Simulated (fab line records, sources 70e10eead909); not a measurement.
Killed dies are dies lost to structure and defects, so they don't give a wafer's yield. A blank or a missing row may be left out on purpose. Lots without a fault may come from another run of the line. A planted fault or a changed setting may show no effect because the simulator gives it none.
Chamber matching | flow nand_harc | NHARC_THIN_TSV_STRIP_57 on wet_bench-08: 7 sister chambers
The step strips in post etch residue remover, time 1200 s. 11 wafers are shown with their chamber, then 7 later ones without.

WAFERS WITH THEIR CHAMBER
wafer  | chamber | bath_guard_temp_C (C)
L373.6 | 2       | 72.3
L381.2 | 6       | 72.9
L381.3 | 0       | 72.6
L391.2 | 3       | 72.9
L391.4 | 7       | 71.9
L391.5 | 0       | 72.6
L390.3 | 1       | 72.7
L390.4 | 5       | 73.7
L390.6 | 2       | 72.6
L396.1 | 5       | 73.1
L396.4 | 6       | 72.8

WAFERS WITHOUT THEIR CHAMBER
wafer  | bath_guard_temp_C (C)
L396.6 | 72.8
L394.1 | 72.4
L394.4 | 72.6
L394.6 | 72.9
L395.1 | 72.7
L395.4 | 72.8
L395.6 | 72.8

WHICH CHAMBER EACH WENT THROUGH
wafer  | from the rows above                         | in truth
L396.6 | can't be placed: 6 or 1 or 3 or 0 or 2      | 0
L394.1 | can't be placed: 2 or 0 or 1 or 6 or 3 or 7 | 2
L394.4 | can't be placed: 0 or 1 or 2 or 6 or 3      | 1
L394.6 | can't be placed: 3 or 6 or 1 or 0 or 2      | 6
L395.1 | can't be placed: 1 or 0 or 6 or 3 or 2      | 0
L395.4 | can't be placed: 6 or 1 or 3 or 0 or 2      | 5
L395.6 | can't be placed: 6 or 1 or 3 or 0 or 2      | 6
Placed correctly: 0 of 7. Can't be placed from these rows: 7 (the true chamber is among the candidates in 6). Placed wrongly: 0.
How it was worked out, from the rows above alone: a wafer's distance from a chamber is the root of the sum, over the readings, of the square of ((its reading less the chamber's mean) divided by the reading's scatter). The wafer belongs to the nearest chamber; if the next one is less than 2 further off, it can't be placed. A chamber's mean is the mean of its shown wafers. The scatter: the root of (the sum of the squares of (reading less its chamber's mean) over the shown wafers, divided by (wafers less chambers)).
